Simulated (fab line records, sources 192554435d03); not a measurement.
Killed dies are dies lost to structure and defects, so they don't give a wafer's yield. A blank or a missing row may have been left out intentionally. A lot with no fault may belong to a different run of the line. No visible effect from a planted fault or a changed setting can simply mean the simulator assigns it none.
Matching of chambers | flow n5_finfet | 3 sister chambers for N5_BEOL_M5_CURE_79 on uv_cure-03
The step cures SiCOH lowk, time 240 s. 24 wafers are shown with their chamber, then 12 later ones without.

## EACH WAFER AND ITS CHAMBER
wafer  | chamber | wafer_temp_C_max | lamp_power_pct (%)
L074.1 | 2       | 386.3            | 52.20
L074.4 | 2       | 387.0            | 52.23
L074.6 | 2       | 386.5            | 52.37
L081.1 | 1       | 386.6            | 52.29
L081.4 | 1       | 387.0            | 52.36
L081.5 | 1       | 386.3            | 52.28
L083.1 | 1       | 386.2            | 52.36
L083.4 | 1       | 386.1            | 52.30
L083.6 | 1       | 386.2            | 52.26
L082.1 | 0       | 386.4            | 52.27
L082.5 | 0       | 386.3            | 52.36
L082.6 | 0       | 386.1            | 52.33
L085.3 | 0       | 385.9            | 52.30
L085.4 | 0       | 386.0            | 52.27
L085.5 | 0       | 386.1            | 52.36
L086.1 | 2       | 386.6            | 52.24
L086.4 | 2       | 386.8            | 52.33
L086.5 | 2       | 386.9            | 52.34
L088.1 | 2       | 386.6            | 52.39
L088.4 | 2       | 386.1            | 52.24
L088.6 | 2       | 387.0            | 52.40
L090.1 | 0       | 385.6            | 52.37
L090.5 | 0       | 385.6            | 52.33
L090.6 | 0       | 385.3            | 52.33

SIGNATURES (means of the wafers above)
reading          | chamber 0 | chamber 1 | chamber 2 | scatter within a chamber
wafer_temp_C_max | 385.922   | 386.400   | 386.644   | 0.338
lamp_power_pct   | 52.3244   | 52.3083   | 52.3044   | 0.0567
Rule: a wafer lies at a distance from a chamber equal to the root of the sum of squares, over the readings, of (its reading less the chamber's mean, divided by the reading's scatter). The wafer belongs to the nearest chamber; if the next one is less than 2 further off, it can't be placed. The scatter is the square root of a quotient: the sum, over the shown wafers, of each reading's squared deviation from its chamber's mean, divided by wafers minus chambers.

## WAFERS WITHOUT THEIR CHAMBER
wafer  | wafer_temp_C_max | lamp_power_pct (%)
L091.2 | 387.1            | 52.29
L091.3 | 386.5            | 52.19
L091.4 | 387.1            | 52.39
L092.2 | 386.1            | 52.37
L092.4 | 385.9            | 52.35
L092.5 | 386.3            | 52.31
L094.2 | 385.7            | 52.33
L094.4 | 386.3            | 52.31
L094.5 | 385.8            | 52.23
L097.1 | 386.2            | 52.31
L097.2 | 385.9            | 52.31
L097.5 | 386.2            | 52.33

## WHICH CHAMBER EACH WENT THROUGH
wafer  | from the rows above          | in truth
L091.2 | can't be placed: 2 or 1      | 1
L091.3 | can't be placed: 2 or 1 or 0 | 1
L091.4 | can't be placed: 2 or 1 or 0 | 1
L092.2 | can't be placed: 0 or 1 or 2 | 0
L092.4 | can't be placed: 0 or 1 or 2 | 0
L092.5 | can't be placed: 1 or 2 or 0 | 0
L094.2 | can't be placed: 0 or 1      | 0
L094.4 | can't be placed: 1 or 2 or 0 | 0
L094.5 | can't be placed: 0 or 1 or 2 | 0
L097.1 | can't be placed: 1 or 0 or 2 | 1
L097.2 | can't be placed: 0 or 1 or 2 | 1
L097.5 | can't be placed: 1 or 0 or 2 | 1
Correct placement for 0 of the 12. Not placeable from these rows: 12 (in 12, the candidates include the true chamber). Placed wrongly: 0.
